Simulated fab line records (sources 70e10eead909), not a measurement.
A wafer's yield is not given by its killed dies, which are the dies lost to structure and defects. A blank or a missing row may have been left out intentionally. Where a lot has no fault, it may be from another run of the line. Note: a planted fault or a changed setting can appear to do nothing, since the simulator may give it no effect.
fab line records	flow nand_harc
record lots=6	wafers=18	last_day=21
route steps=1159 shown A_BLC@975 A_M0@994 END@1159
lots untouched by any fault: they come from a run of this same line in which no faults occurred
start_h: start of the lot's first displayed wafer, in hours after the record's first day	wait_h: hours since the lot's step before	" identical to the entry in the row above	L1.1+2: one row covering several wafers at once	- value missing, or start not given	* or withheld: withheld	< > ~ a bound
route shown NAME@n: NAME is a module with steps in the file, n the number in the route of the first one	usual: mean and standard deviation over wafers with no fault	same: alike in all rows	chamber/n: place in a boat	sites: the reading at each site	_std_site: how widely they spread, as a standard deviation	_edge_site: mean of outer sites minus mean of inner sites	radius_mm: how far each site lies from the wafer's centre	mask NAME#n: copy n	behind: the last tool/chamber to shape the wafer	hold: the reason the lot was held/the length of the hold in hours/how it ended	device: transistor that didn't switch, given as n, p or np	end of line: the same wafers' tests at the end of the route	a step given without rows: its recipe and nothing more	killed: at the first sort, the dies lost to defects and structure; wafer yield is something else	map: dies across one wafer; x = killed, . = not, _ = none there
set.NAME: the setting the step ran with; set.NAME@STEP: the setting that earlier step ran with	model.NAME: the simulator's own value behind a step, which no gauge read
lots at some steps of the route; a table a step, a row a wafer
services: the hour from which a tool's chamber was out of use, counted from the record's first day as start_h (under 0 if before that day), plus the number of hours and why
## steps
# step NHARC_A_BLC_OVL_MEAS_11
# usual overlay_x_nm=-0.3/0.9	overlay_y_nm=0.0/0.8
lot.wafer	tool	chamber	start_h	wait_h	overlay_x_nm	overlay_y_nm
L322.1	overlay-01	-	402.52	-	-2.1	0.6
L322.4	"	-	"	"	-1.6	0.8
L322.5	"	-	"	"	-1.4	0.3
L326.1	overlay-01	-	440.08	-	0.0	0.7
L326.4	"	-	"	"	-0.3	-0.1
L326.6	"	-	"	"	0.1	0.6
L328.3	overlay-02	-	447.07	-	2.0	-0.7
L328.5	"	-	"	"	1.3	0.0
L328.6	"	-	"	"	1.4	-0.3
L325.1	overlay-02	-	448.58	-	-1.1	-0.7
L325.2	"	-	"	"	-1.0	-0.3
L325.5	"	-	"	"	-0.7	-0.1
L329.2	overlay-01	-	449.13	-	0.6	0.8
L329.3	"	-	"	"	0.7	1.0
L329.6	"	-	"	"	1.1	1.2
L330.1	overlay-02	-	451.01	-	0.0	-0.9
L330.2	"	-	"	"	0.2	-0.9
L330.5	"	-	"	"	0.1	-0.8
# step NHARC_A_BLC_INSPECT_12
# usual raw_defect_count=29/13
lot.wafer	tool	chamber	start_h	wait_h	raw_defect_count
L322.1	defect_inspect-02	-	402.56	0.0	31
L322.4	"	-	"	"	30
L322.5	"	-	"	"	32
L326.1	defect_inspect-01	-	440.12	0.0	31
L326.4	"	-	"	"	22
L326.6	"	-	"	"	30
L328.3	defect_inspect-01	-	447.11	0.0	17
L328.5	"	-	"	"	12
L328.6	"	-	"	"	20
L325.1	defect_inspect-02	-	448.63	0.0	8
L325.2	"	-	"	"	7
L325.5	"	-	"	"	4
L329.2	defect_inspect-01	-	449.17	0.0	26
L329.3	"	-	"	"	34
L329.6	"	-	"	"	29
L330.1	defect_inspect-01	-	451.05	0.0	46
L330.2	"	-	"	"	34
L330.5	"	-	"	"	42
# step NHARC_A_BLC_DESCUM_15
# recipe time_s=3	o2_flow_sccm=200	ar_flow_sccm=0	bias_power_w=0	chemistry=O2
# step NHARC_A_BLC_ETCH_16
# recipe target_depth_a=390	over_etch_frac=0.3	time_s=65	ion_energy_ev=80	cf4_flow_sccm=150	ar_flow_sccm=0	rf_w=300	bias_w=100	chemistry=CF4
# step NHARC_A_BLC_ETCH_17
# recipe target_depth_a=3900	over_etch_frac=0.25	time_s=609.38	ion_energy_ev=200	n2_flow_sccm=150	h2_flow_sccm=150	ar_flow_sccm=0	rf_w=400	bias_w=150	chemistry=N2/H2
# usual drypump_motor_current_A=5.89/0.28	n2_flow_sccm=150.0/0.44	oes_product_au=1.002/0.013	rf_vpp_V=431.5/2.6	showerhead_plenum_p_Torr=2.08/0.089	throttle_valve_pct=14.171/0.01
lot.wafer	tool	chamber	start_h	wait_h	drypump_motor_current_A	n2_flow_sccm	oes_product_au	rf_hours_counter_h	rf_vpp_V	showerhead_plenum_p_Torr	throttle_valve_pct
L322.1	rie_diel-02	0	-	-	5.81	150.0	0.991	6	434.1	2.18	14.184
L322.4	"	1	"	"	6.40	150.9	1.004	7	429.0	1.99	14.169
L322.5	"	1	"	"	6.41	150.1	1.010	-	430.1	1.99	14.161
L326.1	rie_diel-02	0	-	-	5.85	150.3	0.993	9	433.0	2.17	14.166
L326.4	"	1	"	"	6.38	150.2	0.993	10	429.1	1.99	14.183
L326.6	"	1	"	"	6.34	150.6	0.990	-	428.4	1.99	14.159
L328.3	rie_diel-07	0	-	-	5.50	150.3	1.000	16	429.4	2.03	14.182
L328.6	"	0	"	"	5.51	149.8	1.006	-	429.6	2.03	14.187
L328.5	"	1	"	"	5.63	150.6	0.994	-	432.7	2.12	14.174
L325.2	rie_diel-07	2	-	-	5.19	150.7	1.012	15	434.5	2.17	14.162
L325.1	"	3	"	"	6.45	150.1	1.017	16	431.6	2.09	14.169
L325.5	"	2	"	"	5.20	150.0	1.015	-	433.2	2.17	14.167
L329.3	rie_diel-13	2	-	-	5.73	150.1	0.988	16	429.1	2.02	14.174
L329.2	"	3	"	"	6.18	149.9	0.995	18	434.8	2.19	14.169
L329.6	"	1	"	"	5.72	149.5	0.984	-	433.4	2.16	14.182
L330.1	rie_diel-13	0	-	-	5.65	150.2	1.019	18	429.5	1.98	14.150
L330.2	"	1	"	"	5.72	150.2	0.976	18	435.2	2.16	14.162
L330.5	"	3	"	"	6.17	149.9	0.991	-	432.6	2.19	14.161
# step NHARC_A_BLC_ETCH_18
# recipe target_depth_a=9100	c4f8_flow_sccm=20	o2_flow_sccm=10	ar_flow_sccm=withheld	rf_w=600	bias_w=1500	chemistry=C4F8/O2/Ar
# step NHARC_A_BLC_CD_MEAS_19
# usual cd_nm=99.9/2.1
lot.wafer	tool	chamber	start_h	wait_h	cd_nm
L322.1	cd_sem-02	-	403.60	-	100.8
L322.4	"	-	"	"	101.6
L322.5	"	-	"	"	102.9
L326.1	cd_sem-03	-	441.15	-	99.9
L326.4	"	-	"	"	101.4
L326.6	"	-	"	"	101.1
L328.3	cd_sem-02	-	448.14	-	99.6
L328.5	"	-	"	"	101.1
L328.6	"	-	"	"	100.2
L325.1	cd_sem-01	-	449.66	-	96.8
L325.2	"	-	"	"	101.9
L325.5	"	-	"	"	101.0
L329.2	cd_sem-02	-	450.21	-	98.7
L329.3	"	-	"	"	97.4
L329.6	"	-	"	"	100.1
L330.1	cd_sem-03	-	452.09	-	96.4
L330.2	"	-	"	"	95.4
L330.5	"	-	"	"	95.7
# step NHARC_A_BLC_STRIP_29
# recipe cf4_flow_sccm=150	ar_flow_sccm=0	bias_w=0	chemistry=CF4
# usual drypump_motor_current_A=5.9/0.33	oes_product_au=1.001/0.011	rf_vpp_V=59.6/0.97	showerhead_plenum_p_Torr=1.80/0.064	throttle_valve_pct=13.284/0.0097
lot.wafer	tool	chamber	start_h	wait_h	drypump_motor_current_A	oes_product_au	rf_hours_counter_h	rf_vpp_V	showerhead_plenum_p_Torr	throttle_valve_pct
L322.1	rie_diel-13	1	403.68	0.1	5.7	0.982	13	60.1	1.86	13.285
L322.4	"	2	"	"	5.7	0.999	11	57.3	1.75	13.284
L322.5	"	1	"	"	5.7	0.976	-	59.0	1.87	13.293
L326.4	rie_diel-02	3	441.25	0.1	6.1	1.010	11	60.6	1.86	13.286
L326.1	"	0	"	"	5.8	0.989	10	60.0	1.87	13.285
L326.6	"	3	"	"	6.1	1.013	-	59.6	1.86	13.268
L328.3	rie_diel-07	0	448.21	0.1	5.5	1.007	16	59.4	1.76	13.290
L328.5	"	3	"	"	6.4	1.009	-	60.4	1.81	13.293
L328.6	"	0	"	"	5.5	1.004	-	58.1	1.76	13.267
L325.2	rie_diel-02	2	449.74	0.1	5.7	0.983	12	60.0	1.72	13.289
L325.1	"	1	"	"	6.4	0.992	11	57.5	1.73	13.270
L325.5	"	2	"	"	5.7	0.988	-	58.3	1.72	13.274
L329.3	rie_diel-02	1	450.30	0.1	6.4	0.996	11	59.1	1.73	13.274
L329.2	"	2	"	"	5.7	0.981	12	59.1	1.72	13.274
L329.6	"	0	"	"	5.9	0.999	-	59.7	1.87	13.297
L330.1	rie_diel-02	2	452.19	0.1	5.7	0.987	12	58.2	1.72	13.294
L330.2	"	3	"	"	6.1	1.011	12	60.1	1.86	13.285
L330.5	"	1	"	"	6.4	0.987	-	59.1	1.73	13.276
# step NHARC_A_BLC_STRIP_21
# recipe o2_flow_sccm=500	ar_flow_sccm=0	bias_w=0	chemistry=O2
# step NHARC_A_BLC_STRIP_22
# recipe time_s=600	temp_c=30	chemistry=post_etch_residue_remover
# step NHARC_A_BLC_DEGAS_30
# recipe temp_c=300	time_s=60
# step NHARC_A_BLC_PRE_CLEAN_31
# recipe time_s=15	bias_v=250	gas=Ar
# step NHARC_A_BLC_PVD_32
# recipe target_thk_a=50	chamber_pressure_pa=5	power_w=5000	substrate_temp_c=200	time_s=17.7	material=Ti
# usual throttle_valve_pct=30.2/0.95
lot.wafer	tool	chamber	start_h	wait_h	throttle_valve_pct
L322.1	pvd_sputter-01	-	404.36	-	30.4
L322.4	"	-	"	"	29.7
L322.5	"	-	"	"	31.0
L326.4	pvd_sputter-03	-	441.92	-	31.4
L326.1	"	-	"	"	30.6
L326.6	"	-	"	"	28.2
L328.3	pvd_sputter-03	-	448.87	-	30.6
L328.5	"	-	"	"	31.6
L328.6	"	-	"	"	30.8
L325.2	pvd_sputter-02	-	450.42	-	30.0
L325.1	"	-	"	"	28.8
L325.5	"	-	"	"	28.9
L329.3	pvd_sputter-03	-	450.93	-	29.9
L329.2	"	-	"	"	31.5
L329.6	"	-	"	"	30.0
L330.1	pvd_sputter-03	-	452.85	-	31.8
L330.2	"	-	"	"	30.9
L330.5	"	-	"	"	28.6
# step NHARC_A_BLC_ALD_23
# recipe target_thk_a=30	pulse_time_s=1	ald_cycles=150	temp_c=450	material=TiN
# step NHARC_A_BLC_CVD_24
# recipe target_thk_a=1500	temp_c=300	pressure_torr=40	wf6_flow_sccm=40	h2_flow_sccm=1600	ar_flow_sccm=1560	time_s=434	material=W
# step NHARC_A_BLC_CMP_25
# recipe t_overpolish_s=30	target_thk_nm=150
# step NHARC_A_BLC_SRD_27
# step NHARC_A_M0_DEP_00
# recipe target_thk_a=1500	target_thk_nm=150	temp_c=withheld	pressure_torr=5	flow_sccm=200	rf_w=600	material=SiOC
# step NHARC_A_M0_DEHYDRATE_01
# recipe temp_c=150	time_s=120
# step NHARC_A_M0_HMDS_02
# recipe time_s=30
# step NHARC_A_M0_COAT_33
# recipe temp_c=200	time_s=65
# step NHARC_A_M0_COAT_03
# recipe spin_rpm=1500	resist_thk_nm=90
# step NHARC_A_M0_SOFTBAKE_04
# recipe temp_c=105	time_s=55
# step NHARC_A_M0_EBR_05
# step NHARC_A_M0_EXPOSE_06
# recipe na=1.35	target_cd_nm=80	dose_mj=83.25	mask_id=A_M0
# step NHARC_A_M0_PEB_07
# recipe peb_temp_c=100	peb_time_s=65
# step NHARC_A_M0_DEVELOP_08
# recipe develop_time_s=35	dev_temp_c=23
# step NHARC_A_M0_CD_MEAS_09
# recipe target_cd_nm=80	landing_energy_ev=500
# usual cd_nm=79.6/0.58
lot.wafer	tool	chamber	start_h	wait_h	cd_nm
L322.1	cd_sem-03	0	412.52	-	80.3
L322.4	"	0	"	"	80.1
L322.5	"	0	"	"	79.7
L326.1	cd_sem-01	0	445.14	-	80.3
L326.4	"	0	"	"	80.3
L326.6	"	0	"	"	80.5
L328.3	cd_sem-01	0	451.70	-	79.6
L328.5	"	0	"	"	79.9
L328.6	"	0	"	"	79.6
L325.1	cd_sem-03	0	452.67	-	80.1
L325.2	"	0	"	"	79.5
L325.5	"	0	"	"	79.5
L329.2	cd_sem-02	0	453.45	-	79.2
L329.3	"	0	"	"	80.3
L329.6	"	0	"	"	80.0
L330.1	cd_sem-01	0	456.33	-	78.9
L330.2	"	0	"	"	79.6
L330.5	"	0	"	"	78.7
# step NHARC_A_M0_OVL_MEAS_10
# recipe pitch_nm=160
# usual overlay_x_nm=-0.3/0.78	overlay_y_nm=0.1/0.88
lot.wafer	tool	chamber	start_h	wait_h	overlay_x_nm	overlay_y_nm
L322.1	overlay-02	-	412.61	-	0.1	-0.2
L322.4	"	-	"	"	-0.2	0.6
L322.5	"	-	"	"	-0.1	0.3
L326.1	overlay-01	-	445.23	-	-0.2	-0.6
L326.4	"	-	"	"	-0.5	-1.0
L326.6	"	-	"	"	-0.4	-1.2
L328.3	overlay-01	-	451.78	-	1.6	0.4
L328.5	"	-	"	"	1.6	1.0
L328.6	"	-	"	"	2.0	0.6
L325.1	overlay-01	-	452.76	-	0.9	0.6
L325.2	"	-	"	"	0.0	0.6
L325.5	"	-	"	"	0.5	0.5
L329.2	overlay-01	-	453.53	-	0.4	-0.1
L329.3	"	-	"	"	0.1	0.2
L329.6	"	-	"	"	-0.1	0.3
L330.1	overlay-01	-	456.42	-	0.0	-0.1
L330.2	"	-	"	"	0.3	0.1
L330.5	"	-	"	"	-0.7	0.2
# step NHARC_A_M0_DESCUM_14
# recipe time_s=3	o2_flow_sccm=200	ar_flow_sccm=0	bias_power_w=0	chemistry=O2
# step NHARC_A_M0_ETCH_34
# recipe target_depth_a=400	overetch_a=120	time_s=43.94	ion_energy_ev=200	n2_flow_sccm=150	h2_flow_sccm=150	ar_flow_sccm=0	rf_w=400	bias_w=150	chemistry=N2/H2
# usual drypump_motor_current_A=5.66/0.29	n2_flow_sccm=150.0/0.5	oes_product_au=0.997/0.011	rf_vpp_V=431.8/2.6	showerhead_plenum_p_Torr=2.09/0.089	throttle_valve_pct=14.170/0.0087
lot.wafer	tool	chamber	start_h	wait_h	drypump_motor_current_A	n2_flow_sccm	oes_product_au	rf_hours_counter_h	rf_vpp_V	showerhead_plenum_p_Torr	throttle_valve_pct
L322.1	rie_diel-01	3	412.80	0.1	5.16	150.2	1.007	5	433.8	2.15	14.177
L322.4	"	0	"	"	5.60	148.7	1.002	5	432.4	2.08	14.171
L322.5	"	1	"	"	5.82	150.6	0.996	-	434.5	2.14	14.171
L326.1	rie_diel-05	1	445.42	0.1	5.53	149.1	1.000	6	427.6	1.91	14.194
L326.4	"	3	"	"	5.69	149.4	0.982	6	432.7	2.13	14.174
L326.6	"	1	"	"	5.52	149.8	0.986	-	427.3	1.91	14.162
L328.3	rie_diel-08	3	451.98	0.1	6.00	150.3	0.982	11	434.7	2.16	14.173
L328.5	"	1	"	"	5.54	149.5	0.985	-	431.9	2.04	14.169
L328.6	"	2	"	"	5.32	150.1	1.028	-	427.2	1.96	14.170
L325.1	rie_diel-08	2	452.94	0.1	5.34	150.4	1.016	12	428.6	1.96	14.172
L325.2	"	0	"	"	5.56	150.3	1.012	12	434.8	2.20	14.160
L325.5	"	3	"	"	6.04	150.1	0.970	-	433.5	2.16	14.175
L329.3	rie_diel-01	3	453.72	0.1	5.15	149.7	1.012	7	433.8	2.15	14.176
L329.2	"	0	"	"	5.62	150.0	0.996	7	432.4	2.08	14.173
L329.6	"	3	"	"	5.17	149.9	1.009	-	431.9	2.15	14.173
L330.1	rie_diel-01	0	456.61	0.1	5.64	149.7	0.992	7	430.1	2.08	14.163
L330.2	"	1	"	"	5.80	150.8	1.004	7	433.5	2.14	14.186
L330.5	"	1	"	"	5.83	150.8	0.995	-	432.9	2.14	14.164
# step NHARC_A_M0_ETCH_15
# recipe target_depth_a=1500	overetch_a=150	time_s=82.5	c4f8_flow_sccm=withheld	ar_flow_sccm=400	rf_w=600	bias_w=300	chemistry=C4F8/Ar
# usual oes_product_au=0.955/0.025	rf_vpp_V=442.1/2.6
lot.wafer	tool	chamber	start_h	wait_h	oes_product_au	rf_hours_counter_h	rf_vpp_V
L322.4	rie_diel-01	3	-	-	0.923	5	444.2
L322.1	"	1	"	"	0.927	4	444.3
L322.5	"	0	"	"	0.918	-	442.1
L326.1	rie_diel-05	1	-	-	0.968	6	437.1
L326.4	"	2	"	"	0.962	7	438.1
L326.6	"	2	"	"	0.964	-	440.6
L328.3	rie_diel-08	0	-	-	0.927	12	445.4
L328.5	"	2	"	"	0.943	-	438.2
L328.6	"	3	"	"	0.902	-	444.2
L325.2	rie_diel-08	2	-	-	0.937	12	437.4
L325.1	"	3	"	"	0.913	11	443.5
L325.5	"	2	"	"	0.947	-	438.5
L329.3	rie_diel-01	3	-	-	0.983	7	441.9
L329.2	"	1	"	"	0.972	7	445.1
L329.6	"	0	"	"	0.960	-	442.0
L330.1	rie_diel-01	2	-	-	0.980	7	442.8
L330.2	"	3	"	"	0.988	7	443.8
L330.5	"	2	"	"	0.978	-	443.0
# step NHARC_A_M0_CD_MEAS_16
# usual cd_nm=79.5/0.82
lot.wafer	tool	chamber	start_h	wait_h	cd_nm
L322.1	cd_sem-03	-	413.02	-	81.1
L322.4	"	-	"	"	78.9
L322.5	"	-	"	"	78.1
L326.1	cd_sem-02	-	445.63	-	79.9
L326.4	"	-	"	"	79.8
L326.6	"	-	"	"	79.6
L328.3	cd_sem-02	-	452.19	-	79.7
L328.5	"	-	"	"	79.9
L328.6	"	-	"	"	80.4
L325.1	cd_sem-02	-	453.16	-	79.5
L325.2	"	-	"	"	79.5
L325.5	"	-	"	"	78.4
L329.2	cd_sem-02	-	453.93	-	79.0
L329.3	"	-	"	"	80.0
L329.6	"	-	"	"	79.4
L330.1	cd_sem-01	-	456.82	-	78.4
L330.2	"	-	"	"	78.8
L330.5	"	-	"	"	78.1
# step NHARC_A_M0_STRIP_18
# recipe power_w=1000	n2_flow_sccm=150	h2_flow_sccm=150	ar_flow_sccm=0	bias_w=0	chemistry=N2/H2
# step NHARC_A_M0_STRIP_19
# recipe time_s=600	temp_c=30	chemistry=post_etch_residue_remover
# step NHARC_A_M0_DEGAS_28
# recipe temp_c=250	time_s=60
# step NHARC_A_M0_PRE_CLEAN_29
# recipe time_s=30	temp_c=280	gas=H2/He
# step NHARC_A_M0_PVD_20
# recipe target_thk_a=50	bias_v=168.6	power_w=15000	chamber_pressure_pa=0.12	time_s=8.06	substrate_temp_c=50	material=TaN
# usual throttle_valve_pct=29.9/0.96
lot.wafer	tool	chamber	start_h	wait_h	throttle_valve_pct
L322.1	pvd_sputter-03	-	-	-	30.2
L322.4	"	-	"	"	30.7
L322.5	"	-	"	"	31.8
L326.4	pvd_sputter-01	-	-	-	30.1
L326.1	"	-	"	"	30.1
L326.6	"	-	"	"	29.7
L328.3	pvd_sputter-01	-	-	-	30.1
L328.5	"	-	"	"	29.6
L328.6	"	-	"	"	30.0
L325.1	pvd_sputter-01	-	-	-	30.0
L325.2	"	-	"	"	30.3
L325.5	"	-	"	"	30.3
L329.3	pvd_sputter-03	-	-	-	30.2
L329.2	"	-	"	"	31.6
L329.6	"	-	"	"	30.8
L330.1	pvd_sputter-01	-	-	-	29.7
L330.2	"	-	"	"	30.1
L330.5	"	-	"	"	30.2
# step NHARC_A_M0_PVD_21
# recipe target_thk_a=300	chamber_pressure_pa=5	power_w=5000	substrate_temp_c=30	time_s=20.49	material=Cu
# step NHARC_END_SORT_01
# recipe temp_c=25
# usual killed_at_array=25/9.5	killed_at_other=0.8/1.2	killed_at_periphery=3.4/2.2	killed_dies=29/10	killed_open=3.3/1.8	killed_short=2.1/1.4
# same gross_dies=677
lot.wafer	tool	chamber	start_h	wait_h	killed_at_array	killed_at_other	killed_at_periphery	killed_dies	killed_open	killed_short
L330.1	prober-02	0	503.23	2.5	75	0	4	79	4	5
L330.2	prober-02	0	504.02	2.8	98	0	2	100	4	2
L330.5	prober-02	0	506.41	3.7	108	0	3	111	4	1
L329.2	prober-01	0	503.86	2.8	52	0	5	57	3	1
L329.3	prober-01	0	504.65	3.1	93	0	2	95	1	0
L329.6	prober-01	0	507.05	4.0	88	0	4	92	1	3
# killed by level:class
L330.1 A_BLC:unspecified=32 A_SLIT:chamber_film_flake=16 A_CHANNEL_HOLE_D1:chamber_film_flake=13 A_CONTACT:chamber_film_flake=4 A_M0:geometric_particle:open=2 A_STAIRCASE:chamber_film_flake=2 P_GATE:geometric_particle:open=1 P_GATE:geometric_particle:short=1
L329.2 A_BLC:unspecified=28 A_CHANNEL_HOLE_D1:chamber_film_flake=16 P_CONTACT:chamber_film_flake=4 A_CONTACT:chamber_film_flake=3 P_M0:geometric_particle:open=1 A_CONTACT:geometric_particle:open=1 A_M0:geometric_particle:open=1 A_M0:geometric_particle:short=1
L330.2 A_BLC:unspecified=68 A_CHANNEL_HOLE_D1:chamber_film_flake=16 A_CONTACT:chamber_film_flake=5 A_SLIT:chamber_film_flake=4 A_WL_FILL:geometric_particle:open=3 P_M2:geometric_particle:open=1 A_STAIRCASE:geometric_particle:short=1 A_WL_FILL:geometric_particle:short=1
L329.3 A_BLC:unspecified=68 A_CHANNEL_HOLE_D1:chamber_film_flake=19 A_CONTACT:chamber_film_flake=4 P_CONTACT:chamber_film_flake=2 A_SGD_CUT:chamber_film_flake=1 A_CONTACT:geometric_particle:open=1
L330.5 A_BLC:unspecified=77 A_CHANNEL_HOLE_D1:chamber_film_flake=20 A_SLIT:chamber_film_flake=4 A_CONTACT:chamber_film_flake=4 P_CONTACT:geometric_particle:open=1 P_M0:geometric_particle:open=1 P_M1:geometric_particle:open=1 A_ONON_D1:geometric_particle:open=1
L329.6 A_BLC:unspecified=65 A_CHANNEL_HOLE_D1:chamber_film_flake=18 P_CONTACT:chamber_film_flake=2 P_CONTACT:geometric_particle:short=1 A_CHANNEL_HOLE_D1:geometric_particle:short=1 A_SGD_CUT:geometric_particle:short=1 A_CONTACT:geometric_particle:open=1 P_STI:chamber_film_flake=1
# map L329.3 (x killed, . not)
____________.____________
_________......._________
_______..........._______
______.............______
_____..............._____
____.................____
____.................____
___......x.........x..___
___...................___
__.....................__
__.....................__
_.....x................._
_....x.................._
_......................._
_..xx..................._
_...x..................._
...x.....................
xx...x...................
..x.xx...................
...xx....................
.........................
_xxx...........x.x......_
_....xx...........x.x..._
_..x........xx..xxx....._
_..............xxxxx...._
_........x.x...xxxxxxx.._
__............xxxxxxx.x__
__.............xxxxxxx.__
___.........x.xxxxxx..___
___...........xxxxxxx.___
____..........xxxxxxx____
____...........xxxxxx____
_____..........xxxx._____
______.....x......x______
_______......x..x._______
_________......._________
____________.____________
# map L330.5 (x killed, . not)
____________x____________
_________..xx..._________
_______...x......._______
______............x______
_____..x............_____
____...x.............____
____..xxx.........xx.____
___.xxxxx.............___
___.x..xx.............___
__....xx........x......__
__....x.xx.............__
_.....x................._
_......................._
_.................x....._
_..x...................._
_............xx........._
...............xx.x......
.x.............xxx.......
............x.xxxxx......
............x.xxxx.x.x...
x............xxxxxx......
_...........xxxxxxxxx..._
_...........xxxxxxxx...._
_...........xxxxxxxx...._
_...........xxxxxxxx...._
_x..........xxxxxxxx...._
__.........x..xxxx.....__
__............xx.......__
___............xx.....___
___.............x.....___
____.................____
____......x..........____
_____..............._____
______.............______
_______..........._______
_________......._________
____________.____________
## services
tool	chamber	start_h	hours	kind
rie_diel-01	2	383.43	5.0	repair
rie_diel-02	0	385.86	-	clean
rie_diel-02	1	385.86	-	clean
rie_diel-02	2	385.86	-	clean
rie_diel-02	3	385.86	-	clean
rie_diel-13	2	394.25	3.6	repair
pvd_sputter-02	-	396.88	10.0	pm
rie_diel-01	0	397.34	-	clean
rie_diel-01	1	397.34	-	clean
rie_diel-01	2	397.34	-	clean
rie_diel-01	3	397.34	-	clean
rie_diel-05	1	404.34	19.3	repair
rie_diel-07	-	405.48	9.0	pm
rie_diel-02	0	410.36	-	clean
rie_diel-02	1	410.36	-	clean
rie_diel-02	2	410.36	-	clean
rie_diel-02	3	410.36	-	clean
pvd_sputter-03	-	415.59	1.0	repair
rie_diel-05	0	421.02	11.1	repair
rie_diel-01	0	421.84	-	clean
rie_diel-05	3	434.95	1.4	repair
rie_diel-05	-	435.34	1.6	repair
rie_diel-05	-	438.52	2.7	repair
rie_diel-13	-	453.00	9.0	pm
## key
first_sign step=NHARC_END_SORT_01	reading=killed_at_array	direction=up	sigmas=6.4	usual=25	struck=86
effect step=NHARC_END_SORT_01	reading=killed_dies	direction=up	sigmas=5.8	usual=29	struck=89
more_kills_born_at NHARC_A_BLC_PVD_32@pvd_sputter-03=338
met_at NHARC_A_BLC_PVD_32
struck_wafers L329.2,L329.3,L329.6,L330.1,L330.2,L330.5
tester_left_out L329,L330
onset_between 448.87 450.93
also_fits time
fault kind=chamber_particle_source	tool=pvd_sputter-03	chamber=-	onset_h=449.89	steps=NHARC_A_BLC_PVD_32	rate_per_visit_cm2=0.45509	end_h=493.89
# tester_left_out: of these lots the tester's yield and bins aren't shown, on N5 and GAA mostly nor the transistor test; their killed dies are dies lost to structure and defects alone, not to doping, threshold or leakage, so they don't give the yield
